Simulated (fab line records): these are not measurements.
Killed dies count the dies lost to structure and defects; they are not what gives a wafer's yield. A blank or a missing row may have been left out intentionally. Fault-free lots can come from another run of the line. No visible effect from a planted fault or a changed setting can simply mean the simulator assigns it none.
fab line records + flow nand-harc
[record]
- lots = 13
- wafers = 39
- last-day = 24
route steps=1159 shown A_CHANNEL_HOLE_D1@464
lots with no fault: from the same line, run without faults
start-h: hours from the record's first day to the start of the lot's first wafer shown + wait-h: how many hours have passed since the lot's step before this one + " identical to the entry in the row above + L1.1+2: one row covering several wafers at once + - value missing, or start not given + * or withheld: withheld + < > ~ a bound
route shown NAME@n: names a module that has steps shown in the file, with the first one's number in the route + usual: mean and standard deviation over wafers with no fault + same: alike in all rows + chamber/n: place in a boat + sites: the reading at each site + _std_site: the values' standard deviation + _edge_site: outer sites' mean less inner sites' + radius-mm: how far each site lies from the wafer's centre + mask NAME#n: copy n + behind: the tool/chamber that last shaped the wafer + hold: reason for holding the lot/hours on hold/outcome of the hold + device: the n, p or np transistor that did not switch + end of line: the same wafers' tests at the end of the route + for a step that has no rows: nothing shown but its recipe + killed: the dies lost at the first sort to structure and to defects; this is not the yield of the wafer + map: the dies of a wafer, with x for killed, . for not killed, _ for no die there
set.NAME: setting as actually run; set.NAME@STEP: the setting as run at that earlier step + model.NAME: the simulator's own value behind a step, which no gauge read
route steps across a sampled set of lots; one table per step, one row per wafer
services: when a tool's chamber went out of use (start-h, in hours from the record's first day, below 0 if earlier), for how many hours, and the reason
[[steps]]
[step NHARC_A_CHANNEL_HOLE_D1_INSPECT_12]
[usual]
- raw-defect-count = 5/3.1
| lot.wafer | tool              | chamber | start-h | wait-h | raw-defect-count |
|-----------|-------------------|---------|---------|--------|------------------|
| L258.2    | defect-inspect-01 | -       | 186.64  | 0.0    | 3                |
| L258.5    | "                 | -       | "       | "      | 7                |
| L258.6    | "                 | -       | "       | "      | 8                |
| L260.2    | defect-inspect-01 | -       | 192.69  | 0.0    | 4                |
| L260.4    | "                 | -       | "       | "      | 2                |
| L260.6    | "                 | -       | "       | "      | 2                |
| L257.2    | defect-inspect-02 | -       | 193.82  | 0.1    | 6                |
| L257.3    | "                 | -       | "       | "      | 4                |
| L257.4    | "                 | -       | "       | "      | 4                |
| L259.2    | defect-inspect-02 | -       | 193.86  | 0.1    | 10               |
| L259.3    | "                 | -       | "       | "      | 2                |
| L259.5    | "                 | -       | "       | "      | 5                |
| L264.1    | defect-inspect-02 | -       | 212.17  | 0.0    | 4                |
| L264.3    | "                 | -       | "       | "      | 3                |
| L264.5    | "                 | -       | "       | "      | 2                |
| L270.1    | defect-inspect-02 | -       | 251.67  | 0.0    | 3                |
| L270.2    | "                 | -       | "       | "      | 2                |
| L270.4    | "                 | -       | "       | "      | 7                |
| L268.1    | defect-inspect-01 | -       | 251.83  | 0.0    | 7                |
| L268.3    | "                 | -       | "       | "      | 3                |
| L268.6    | "                 | -       | "       | "      | 5                |
| L271.1    | defect-inspect-02 | -       | 253.89  | 0.0    | 5                |
| L271.2    | "                 | -       | "       | "      | 1                |
| L271.3    | "                 | -       | "       | "      | 3                |
| L273.3    | defect-inspect-02 | -       | 281.28  | 0.0    | 8                |
| L273.4    | "                 | -       | "       | "      | 2                |
| L273.6    | "                 | -       | "       | "      | 12               |
| L277.1    | defect-inspect-02 | -       | 290.01  | 0.0    | 5                |
| L277.2    | "                 | -       | "       | "      | 6                |
| L277.3    | "                 | -       | "       | "      | 5                |
| L275.3    | defect-inspect-02 | -       | 290.19  | 0.1    | 7                |
| L275.5    | "                 | -       | "       | "      | 9                |
| L275.6    | "                 | -       | "       | "      | 5                |
| L276.2    | defect-inspect-01 | -       | 292.10  | 0.0    | 5                |
| L276.3    | "                 | -       | "       | "      | 6                |
| L276.6    | "                 | -       | "       | "      | 3                |
| L279.1    | defect-inspect-01 | -       | 299.18  | 0.0    | 4                |
| L279.2    | "                 | -       | "       | "      | 1                |
| L279.3    | "                 | -       | "       | "      | 6                |
[step NHARC_A_CHANNEL_HOLE_D1_ETCH_22]
[recipe]
- bias-v = 3000
- source-w = withheld
- pressure-mtorr = 20
- time-s = 666.7
- ar-flow-sccm = 375
- c4f8-flow-sccm = 89.3
- o2-flow-sccm = 35.7
- temp-c = -20
- target-depth-a = 16000
- chemistry = C4F8/O2/Ar
[usual]
- chamber-pressure-mTorr = 20.001/0.017
- drypump-motor-current-A = 6.2/0.4
- run-length-s = 651.7/0
- showerhead-plenum-p-Torr = 3.69/0.079
- throttle-valve-pct = 32.154/0.0096
[same]
- time-s = 666.7
| lot.wafer | tool        | chamber | start-h | wait-h | chamber-pressure-mTorr | drypump-motor-current-A | rf-hours-counter-h | run-length-s | showerhead-plenum-p-Torr | throttle-valve-pct |
|-----------|-------------|---------|---------|--------|------------------------|-------------------------|--------------------|--------------|--------------------------|--------------------|
| L258.2    | har-etch-02 | 0       | 188.75  | 0.4    | 20.009                 | 5.6                     | 104                | 651.7        | 3.63                     | 32.148             |
| L258.6    | "           | 0       | "       | "      | 20.011                 | 5.6                     | -                  | 651.7        | 3.63                     | 32.174             |
| L258.5    | "           | 1       | "       | "      | 19.991                 | 6.4                     | -                  | 651.7        | 3.65                     | 32.147             |
| L260.2    | har-etch-01 | 1       | 194.90  | 0.4    | 19.996                 | 6.6                     | 183                | 651.7        | 3.75                     | 32.166             |
| L260.4    | "           | 1       | "       | "      | 19.997                 | 6.6                     | -                  | 651.7        | 3.75                     | 32.166             |
| L260.6    | "           | 0       | "       | "      | 20.033                 | 6.4                     | -                  | 651.7        | 3.83                     | 32.148             |
| L257.2    | har-etch-02 | 1       | 195.93  | 0.4    | 20.008                 | 6.4                     | 108                | 651.7        | 3.65                     | 32.149             |
| L257.4    | "           | 1       | "       | "      | 20.005                 | 6.4                     | -                  | 651.7        | 3.65                     | 32.155             |
| L257.3    | "           | 0       | "       | "      | 20.034                 | 5.6                     | -                  | 651.7        | 3.63                     | 32.145             |
| L259.2    | har-etch-01 | 0       | 198.95  | 0.4    | 19.985                 | 6.4                     | 187                | 651.7        | 3.83                     | 32.151             |
| L259.3    | "           | 1       | "       | "      | 19.997                 | 6.6                     | -                  | 651.7        | 3.75                     | 32.177             |
| L259.5    | "           | 0       | "       | "      | 20.002                 | 6.4                     | -                  | 651.7        | 3.83                     | 32.161             |
| L264.1    | har-etch-02 | 0       | 218.23  | 0.4    | 19.998                 | 5.6                     | 123                | 651.7        | 3.62                     | 32.141             |
| L264.3    | "           | 0       | "       | "      | 19.984                 | 5.6                     | -                  | 651.7        | 3.62                     | 32.179             |
| L264.5    | "           | 0       | "       | "      | 20.017                 | 5.6                     | -                  | 651.7        | 3.62                     | 32.159             |
| L270.2    | har-etch-02 | 0       | 253.79  | 0.4    | 19.989                 | 5.6                     | 134                | 651.7        | 3.61                     | 32.150             |
| L270.1    | "           | 1       | "       | "      | 19.991                 | 6.4                     | 134                | 651.7        | 3.63                     | 32.138             |
| L270.4    | "           | 0       | "       | "      | 20.019                 | 5.7                     | -                  | 651.7        | 3.61                     | 32.160             |
| L268.1    | har-etch-01 | 0       | 254.03  | 0.4    | 19.988                 | 6.4                     | 210                | 651.7        | 3.81                     | 32.163             |
| L268.3    | "           | 0       | "       | "      | 20.007                 | 6.4                     | -                  | 651.7        | 3.81                     | 32.172             |
| L268.6    | "           | 1       | "       | "      | 20.022                 | 6.6                     | -                  | 651.7        | 3.73                     | 32.176             |
| L271.1    | har-etch-02 | 1       | 257.93  | 0.4    | 20.010                 | 6.4                     | 138                | 651.7        | 3.63                     | 32.151             |
| L271.2    | "           | 0       | "       | "      | 20.003                 | 5.6                     | 138                | 651.7        | 3.61                     | 32.156             |
| L271.3    | "           | 1       | "       | "      | 20.001                 | 6.4                     | -                  | 651.7        | 3.63                     | 32.144             |
| L273.3    | har-etch-01 | 1       | 283.57  | 0.4    | 19.973                 | 6.6                     | -                  | 651.7        | 3.73                     | 32.151             |
| L273.4    | "           | 0       | "       | "      | 19.981                 | 6.4                     | -                  | 651.7        | 3.81                     | 32.142             |
| L273.6    | "           | 0       | "       | "      | 19.990                 | 6.4                     | -                  | 651.7        | 3.81                     | 32.155             |
| L277.1    | har-etch-01 | 1       | 292.11  | 0.4    | 19.994                 | 6.6                     | 226                | 651.7        | 3.73                     | 32.161             |
| L277.2    | "           | 0       | "       | "      | 19.998                 | 6.4                     | 226                | 651.7        | 3.81                     | 32.161             |
| L277.3    | "           | 1       | "       | "      | 20.005                 | 6.6                     | -                  | 651.7        | 3.73                     | 32.159             |
| L275.3    | har-etch-02 | 0       | 292.61  | 0.4    | 20.011                 | 5.6                     | -                  | 651.7        | 3.60                     | 32.145             |
| L275.5    | "           | 1       | "       | "      | 19.997                 | 6.5                     | -                  | 651.7        | 3.62                     | 32.150             |
| L275.6    | "           | 0       | "       | "      | 20.027                 | 5.6                     | -                  | 651.7        | 3.60                     | 32.155             |
| L276.2    | har-etch-02 | 0       | 296.59  | 0.4    | 20.055                 | 5.6                     | 156                | 651.7        | 3.60                     | 32.157             |
| L276.3    | "           | 0       | "       | "      | 19.993                 | 5.6                     | -                  | 651.7        | 3.60                     | 32.163             |
| L276.6    | "           | 1       | "       | "      | 20.031                 | 6.4                     | -                  | 651.7        | 3.62                     | 32.159             |
| L279.2    | har-etch-02 | 1       | 301.30  | 0.4    | 19.976                 | 6.4                     | 160                | 651.7        | 3.62                     | 32.149             |
| L279.1    | "           | 0       | "       | "      | 19.999                 | 5.6                     | 160                | 651.7        | 3.60                     | 32.153             |
| L279.3    | "           | 1       | "       | "      | 20.007                 | 6.4                     | -                  | 651.7        | 3.62                     | 32.152             |
[step NHARC_A_CHANNEL_HOLE_D1_ETCH_44]
[recipe]
- target-depth-a = 1400
- overetch-a = 140
- time-s = 77
- ion-energy-ev = 100
- cf4-flow-sccm = 80
- o2-flow-sccm = 20
- ar-flow-sccm = 0
- rf-w = 300
- bias-w = 100
- chemistry = CF4/O2
[usual]
- chamber-pressure-mTorr = 30.003/0.027
- drypump-motor-current-A = 5.7/0.5
- oes-product-au = 1.000/0.0085
- rf-vpp-V = 197.9/1.4
- run-length-s = 98.5/0.35
- showerhead-plenum-p-Torr = 1.34/0.048
- throttle-valve-pct = 13.398/0.0092
| lot.wafer | tool        | chamber | start-h | wait-h | chamber-pressure-mTorr | drypump-motor-current-A | oes-product-au | rf-hours-counter-h | rf-vpp-V | run-length-s | showerhead-plenum-p-Torr | throttle-valve-pct |
|-----------|-------------|---------|---------|--------|------------------------|-------------------------|----------------|--------------------|----------|--------------|--------------------------|--------------------|
| L258.2    | rie-diel-05 | 1       | 192.61  | 0.1    | 30.005                 | 6.2                     | 1.008          | 1                  | 197.7    | 98.6         | 1.33                     | 13.417             |
| L258.6    | "           | 1       | "       | "      | 29.989                 | 6.2                     | 1.010          | -                  | 197.4    | 98.6         | 1.33                     | 13.380             |
| L258.5    | "           | 2       | "       | "      | 30.007                 | 5.2                     | 0.996          | -                  | 199.8    | 98.5         | 1.42                     | 13.390             |
| L260.4    | rie-diel-05 | 1       | 198.64  | 0.1    | 30.030                 | 6.1                     | 1.002          | 2                  | 198.6    | 98.8         | 1.33                     | 13.400             |
| L260.2    | "           | 3       | "       | "      | 30.058                 | 6.1                     | 1.008          | 2                  | 199.6    | 99.3         | 1.42                     | 13.397             |
| L260.6    | "           | 1       | "       | "      | 30.021                 | 6.2                     | 1.001          | -                  | 197.8    | 99.2         | 1.33                     | 13.411             |
| L257.4    | rie-diel-10 | 2       | 199.80  | 0.1    | 30.028                 | 5.1                     | 1.001          | 2                  | 197.9    | 98.7         | 1.32                     | 13.391             |
| L257.2    | "           | 0       | "       | "      | 30.031                 | 5.6                     | 1.002          | 2                  | 198.5    | 98.4         | 1.32                     | 13.388             |
| L257.3    | "           | 1       | "       | "      | 30.076                 | 5.3                     | 1.003          | 2                  | 197.0    | 98.3         | 1.36                     | 13.414             |
| L259.3    | rie-diel-10 | 2       | 202.82  | 0.0    | 30.007                 | 5.1                     | 0.989          | 2                  | 198.0    | 98.8         | 1.32                     | 13.391             |
| L259.2    | "           | 1       | "       | "      | 29.994                 | 5.3                     | 0.984          | 2                  | 198.6    | 98.3         | 1.36                     | 13.404             |
| L259.5    | "           | 3       | "       | "      | 30.029                 | 6.8                     | 0.993          | -                  | 195.7    | 97.8         | 1.29                     | 13.397             |
| L264.3    | rie-diel-10 | 0       | 222.12  | 0.1    | 30.047                 | 5.6                     | 1.008          | 4                  | 198.0    | 98.0         | 1.32                     | 13.394             |
| L264.1    | "           | 1       | "       | "      | 29.991                 | 5.3                     | 0.994          | 3                  | 197.2    | 98.2         | 1.36                     | 13.399             |
| L264.5    | "           | 2       | "       | "      | 30.052                 | 5.1                     | 1.003          | -                  | 198.1    | 98.2         | 1.32                     | 13.374             |
| L270.4    | rie-diel-11 | 2       | 257.64  | 0.1    | 30.001                 | 5.6                     | 0.994          | 2                  | 199.2    | 99.1         | 1.34                     | 13.394             |
| L270.2    | "           | 3       | "       | "      | 30.009                 | 6.0                     | 0.986          | 2                  | 199.1    | 99.0         | 1.40                     | 13.409             |
| L270.1    | "           | 0       | "       | "      | 30.059                 | 5.8                     | 0.996          | 2                  | 196.2    | 90.0         | 1.25                     | 13.400             |
| L268.3    | rie-diel-11 | 0       | 258.14  | 0.1    | 29.951                 | 5.8                     | 0.999          | 3                  | 196.9    | 90.0         | 1.25                     | 13.395             |
| L268.1    | "           | 1       | "       | "      | 30.007                 | 5.5                     | 1.006          | 2                  | 197.6    | 98.1         | 1.35                     | 13.403             |
| L268.6    | "           | 0       | "       | "      | 30.005                 | 5.8                     | 1.002          | -                  | 196.0    | 90.5         | 1.25                     | 13.394             |
| L271.3    | rie-diel-05 | 1       | 261.80  | 0.1    | 30.021                 | 6.2                     | 1.017          | 8                  | 199.0    | 98.8         | 1.33                     | 13.405             |
| L271.2    | "           | 2       | "       | "      | 30.033                 | 5.2                     | 0.998          | 9                  | 198.6    | 98.6         | 1.42                     | 13.402             |
| L271.1    | "           | 3       | "       | "      | 29.970                 | 6.1                     | 1.006          | 9                  | 199.8    | 98.7         | 1.42                     | 13.386             |
| L273.3    | rie-diel-10 | 0       | 287.25  | 0.1    | 30.014                 | 5.6                     | 1.001          | 9                  | 198.2    | 98.3         | 1.32                     | 13.394             |
| L273.4    | "           | 1       | "       | "      | 30.015                 | 5.3                     | 1.006          | 7                  | 198.0    | 98.5         | 1.36                     | 13.393             |
| L273.6    | "           | 3       | "       | "      | 30.037                 | 6.8                     | 1.009          | -                  | 196.4    | 97.8         | 1.29                     | 13.379             |
| L277.1    | rie-diel-10 | 1       | 295.97  | 0.0    | 29.988                 | 5.3                     | 0.990          | 9                  | 197.9    | 98.0         | 1.36                     | 13.391             |
| L277.2    | "           | 3       | "       | "      | 30.036                 | 6.8                     | 1.006          | 10                 | 197.1    | 98.7         | 1.29                     | 13.398             |
| L277.3    | "           | 0       | "       | "      | 29.953                 | 5.6                     | 0.991          | 11                 | 197.8    | 98.0         | 1.32                     | 13.385             |
| L275.3    | rie-diel-05 | 3       | 296.19  | 0.1    | 29.990                 | 6.1                     | 1.018          | 11                 | 199.3    | 98.9         | 1.42                     | 13.412             |
| L275.6    | "           | 2       | "       | "      | 30.030                 | 5.2                     | 1.013          | -                  | 199.6    | 98.1         | 1.42                     | 13.405             |
| L275.5    | "           | 3       | "       | "      | 29.983                 | 6.1                     | 1.014          | -                  | 199.8    | 98.6         | 1.42                     | 13.402             |
| L276.2    | rie-diel-10 | 3       | 300.37  | 0.1    | 29.981                 | 6.8                     | 0.996          | 10                 | 196.2    | 98.2         | 1.29                     | 13.399             |
| L276.3    | "           | 0       | "       | "      | 29.983                 | 5.6                     | 1.009          | 11                 | 196.7    | 98.6         | 1.32                     | 13.411             |
| L276.6    | "           | 2       | "       | "      | 29.961                 | 5.1                     | 1.009          | -                  | 198.7    | 98.5         | 1.32                     | 13.406             |
| L279.1    | rie-diel-05 | 0       | 305.16  | 0.1    | 29.991                 | 5.6                     | 1.007          | 10                 | 198.8    | 98.6         | 1.31                     | 13.425             |
| L279.3    | "           | 1       | "       | "      | 29.982                 | 6.2                     | 1.010          | 10                 | 198.4    | 98.9         | 1.33                     | 13.399             |
| L279.2    | "           | 2       | "       | "      | 30.034                 | 5.2                     | 1.013          | 11                 | 200.9    | 98.2         | 1.42                     | 13.400             |
[step NHARC_A_CHANNEL_HOLE_D1_XSEM_31]
[recipe]
- landing-energy-ev = 35000
[usual]
- bot-cd-nm = 74.4/1
- bow-nm = 8.58/0.24
- tilt-deg = 0.07/0.043
| lot.wafer | tool    | chamber | start-h | wait-h | bot-cd-nm | bow-nm | tilt-deg |
|-----------|---------|---------|---------|--------|-----------|--------|----------|
| L258.2    | xsem-01 | 0       | 193.50  | 0.1    | 72.2      | 8.32   | 0.02     |
| L258.5    | "       | 0       | "       | "      | 73.7      | 8.33   | 0.02     |
| L258.6    | "       | 0       | "       | "      | 74.3      | 8.32   | 0.02     |
| L260.2    | xsem-02 | 0       | 199.57  | 0.1    | 74.2      | 8.15   | 0.18     |
| L260.4    | "       | 0       | "       | "      | 73.4      | 8.13   | 0.18     |
| L260.6    | "       | 0       | "       | "      | 73.7      | 8.22   | 0.18     |
| L257.2    | xsem-01 | 0       | 200.69  | 0.1    | 73.9      | 8.51   | 0.10     |
| L257.3    | "       | 0       | "       | "      | 72.0      | 8.47   | 0.10     |
| L257.4    | "       | 0       | "       | "      | 72.3      | 8.48   | 0.10     |
| L259.2    | xsem-02 | 0       | 203.73  | 0.1    | 73.6      | 8.65   | 0.08     |
| L259.3    | "       | 0       | "       | "      | 73.7      | 8.56   | 0.08     |
| L259.5    | "       | 0       | "       | "      | 73.7      | 8.55   | 0.08     |
| L264.1    | xsem-01 | 0       | 222.99  | 0.1    | 75.4      | 8.99   | 0.07     |
| L264.3    | "       | 0       | "       | "      | 74.1      | 9.01   | 0.07     |
| L264.5    | "       | 0       | "       | "      | 74.2      | 9.10   | 0.07     |
| L270.1    | xsem-02 | 0       | 258.54  | 0.1    | 74.7      | 8.59   | 0.04     |
| L270.2    | "       | 0       | "       | "      | 74.8      | 8.67   | 0.04     |
| L270.4    | "       | 0       | "       | "      | 73.3      | 8.56   | 0.04     |
| L268.1    | xsem-01 | 0       | 259.02  | 0.1    | 76.2      | 8.23   | 0.10     |
| L268.3    | "       | 0       | "       | "      | 74.6      | 8.20   | 0.10     |
| L268.6    | "       | 0       | "       | "      | 76.2      | 8.20   | 0.10     |
| L271.1    | xsem-02 | 0       | 262.69  | 0.1    | 73.9      | 8.66   | 0.09     |
| L271.2    | "       | 0       | "       | "      | 73.6      | 8.64   | 0.09     |
| L271.3    | "       | 0       | "       | "      | 73.4      | 8.67   | 0.09     |
| L273.3    | xsem-01 | 0       | 288.12  | 0.1    | 76.5      | 8.17   | 0.08     |
| L273.4    | "       | 0       | "       | "      | 73.8      | 8.10   | 0.08     |
| L273.6    | "       | 0       | "       | "      | 73.8      | 8.12   | 0.08     |
| L277.1    | xsem-02 | 0       | 296.85  | 0.1    | 73.7      | 8.76   | 0.13     |
| L277.2    | "       | 0       | "       | "      | 74.3      | 8.83   | 0.13     |
| L277.3    | "       | 0       | "       | "      | 75.0      | 8.79   | 0.13     |
| L275.3    | xsem-01 | 0       | 297.07  | 0.1    | 75.5      | 8.47   | 0.01     |
| L275.5    | "       | 0       | "       | "      | 75.6      | 8.50   | 0.01     |
| L275.6    | "       | 0       | "       | "      | 75.9      | 8.38   | 0.01     |
| L276.2    | xsem-01 | 0       | 301.29  | 0.1    | 73.8      | 8.79   | 0.06     |
| L276.3    | "       | 0       | "       | "      | 75.0      | 8.72   | 0.06     |
| L276.6    | "       | 0       | "       | "      | 74.6      | 8.73   | 0.06     |
| L279.1    | xsem-01 | 0       | 306.03  | 0.1    | 73.7      | 8.89   | 0.09     |
| L279.2    | "       | 0       | "       | "      | 72.2      | 8.90   | 0.09     |
| L279.3    | "       | 0       | "       | "      | 71.9      | 8.91   | 0.09     |
[[services]]
| tool        | chamber | start-h | hours | kind       |
|-------------|---------|---------|-------|------------|
| rie-diel-10 | -       | 176.50  | 9.0   | pm         |
| rie-diel-10 | 0       | 176.50  | 9.0   | vent-cycle |
| rie-diel-10 | 1       | 176.50  | 9.0   | vent-cycle |
| rie-diel-10 | 2       | 176.50  | 9.0   | vent-cycle |
| rie-diel-10 | 3       | 176.50  | 9.0   | vent-cycle |
| rie-diel-10 | 0       | 185.50  | -     | clean      |
| rie-diel-10 | 1       | 185.50  | -     | clean      |
| rie-diel-10 | 2       | 185.50  | -     | clean      |
| rie-diel-10 | 3       | 185.50  | -     | clean      |
| rie-diel-11 | -       | 189.50  | 9.0   | pm         |
| rie-diel-10 | 0       | 210.00  | -     | clean      |
| rie-diel-10 | 1       | 210.00  | -     | clean      |
| rie-diel-10 | 2       | 210.00  | -     | clean      |
| rie-diel-10 | 3       | 210.00  | -     | clean      |
| rie-diel-11 | 1       | 213.78  | 7.6   | repair     |
| rie-diel-11 | 3       | 225.72  | 1.7   | repair     |
| rie-diel-10 | 1       | 232.25  | 12.3  | repair     |
| rie-diel-10 | 0       | 234.50  | -     | clean      |
| rie-diel-10 | 2       | 234.50  | -     | clean      |
| rie-diel-10 | 3       | 234.50  | -     | clean      |
| rie-diel-11 | 1       | 266.65  | 8.6   | repair     |
| rie-diel-11 | 3       | 268.11  | 8.9   | repair     |
| xsem-02     | -       | 302.00  | 14.0  | pm         |
| har-etch-01 | -       | 305.00  | 17.0  | pm         |
[[key]]
[first-sign]
- step = NHARC_A_CHANNEL_HOLE_D1_ETCH_44
- reading = run-length-s
- direction = down
- sigmas = 23
- usual = *
- struck = *
effect none on later readings
met-at NHARC_A_CHANNEL_HOLE_D1_ETCH_44
struck-lots L268,L270
struck-wafers L268.3,L268.6,L270.1
later-rows-left-out L268.3,L268.6,L270.1
sort-left-out L268.3,L268.6,L270.1
tester-left-out L268,L270
not-acting-at NHARC_A_CHANNEL_HOLE_D1_INSPECT_12,NHARC_A_CHANNEL_HOLE_D1_ETCH_22,NHARC_A_CHANNEL_HOLE_D1_XSEM_31
[fault]
- kind = process-parameter-drift
- tool = rie-diel-11
- chamber = 0
- onset-h = 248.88
- steps = NHARC_A_CHANNEL_HOLE_D1_ETCH_44
- channel = time-s
- offset = *
- shape = step
- end-h = 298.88
- acts-in = *
- stated = *
// tester-left-out: of these lots the tester's yield and bins aren't shown, on N5 and GAA mostly nor the transistor test; their killed dies are dies lost to structure and defects alone, not to doping, threshold or leakage, so they don't give the yield
// sort-left-out: the simulated sort isn't trusted on such a fault, so these wafers' sort isn't shown, and their yield isn't known
// later-rows-left-out: the simulator's readings of these wafers behind a module that went badly wrong aren't trusted and aren't shown, but for the sort
